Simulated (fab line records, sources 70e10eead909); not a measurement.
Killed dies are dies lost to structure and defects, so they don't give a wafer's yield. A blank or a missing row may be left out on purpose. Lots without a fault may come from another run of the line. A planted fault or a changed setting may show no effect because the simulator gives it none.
A struck lot beside a sound one | flow nand_harc | 14 steps out of a route of 1302
Sound: wafers L172.1, L172.5, L172.6. Struck: wafers L175.1, L175.2, L175.5. The cause comes at the end.
At each step with rows: each side's tool, then ch and its chambers, then its first start. Under that, the readings that differ: sound wafers | struck wafers | difference of the means | sigmas: that difference in standard deviations of wafers without a fault.
alike: readings whose means differ by less than 2 such deviations, and words and numbers that are the same on both sides. not compared: withheld readings, readings that some wafer has no value for, bounds like >300 that may hide the same value, and numbers for which the record gives no deviation and whose values overlap.
The two part at a step that has a row with sigmas, a row that says differs or no value, or rows on one side only. Numbers that don't overlap but have no deviation are shown without sigmas and don't part them. A reading that every wafer of one side lacks parts them only if that side has two wafers or more.

NHARC_A_M0_CMP_23: polishes, t overpolish 20 s, target thk 113.75 nm.
  sound on cmp-01 ch 2,3, day 24 15:09; struck on cmp-01 ch 0,3, day 27 00:46
  alike: motor_current_A, time_to_endpoint_s
NHARC_A_M0_THK_MEAS_24: measures by xrf.
  sound on film_metro-02, day 24 15:28; struck on film_metro-02, day 27 01:05
  alike: thk_nm
then, 1 step without rows for these wafers: NHARC_A_M0_SRD_25.
NHARC_A_M0_INSPECT_27:
  sound on defect_inspect-02, day 24 15:37; struck on defect_inspect-01, day 27 01:14
  alike: raw_defect_count
NHARC_A_M0_PRE_CLEAN_31: time 12 s.
  sound on pecvd-01 ch 0,1, day 24 15:43; struck on pecvd-01 ch 0, day 27 01:18
  alike: heater_power_w, susceptor_temp_C
NHARC_A_M0_DEP_32: deposits SiCN, target thk 30 nm.
  sound on pecvd-01 ch 0,1, day 24 15:51; struck on pecvd-01 ch 0, day 27 01:32
  reading            | sound       | struck      | difference | sigmas
  heater_power_w (W) | 447 717 443 | 735 736 733 | +199       | +2
  alike: susceptor_temp_C
then, 5 steps without rows for these wafers: NHARC_A_M1_DEP_00 (deposits SiOC, target thk 182.5 nm); NHARC_A_M1_DEHYDRATE_01 (time 120 s); NHARC_A_M1_HMDS_02 (time 30 s); NHARC_A_M1_COAT_34 (time 65 s); NHARC_A_M1_COAT_03 (resist thk 90 nm).
NHARC_A_M1_SOFTBAKE_04: time 55 s.
  sound on litho_track-06 ch 0, day 24 16:00; struck on litho_track-06 ch 0, day 27 02:00
  reading                  | sound                | struck               | difference | sigmas
  heater_power_total_W (W) | 188.43 188.64 188.34 | 199.95 200.34 199.93 | +11.60     | +83
then, 1 step without rows for these wafers: NHARC_A_M1_EBR_05.
NHARC_END_SORT_01:
  sound on prober-01 ch 0, day 26 03:16; struck on prober-01 ch 0, day 28 14:14
  alike: defect_limited_yield, killed_at_array, killed_at_other, killed_at_periphery, killed_dies, killed_open, killed_short

WHERE THEY PART
First at NHARC_A_M0_DEP_32; last, within this record, at NHARC_A_M1_SOFTBAKE_04. Later steps at which nothing parts them and some readings are alike: NHARC_END_SORT_01.

WHY: what the simulator had put in
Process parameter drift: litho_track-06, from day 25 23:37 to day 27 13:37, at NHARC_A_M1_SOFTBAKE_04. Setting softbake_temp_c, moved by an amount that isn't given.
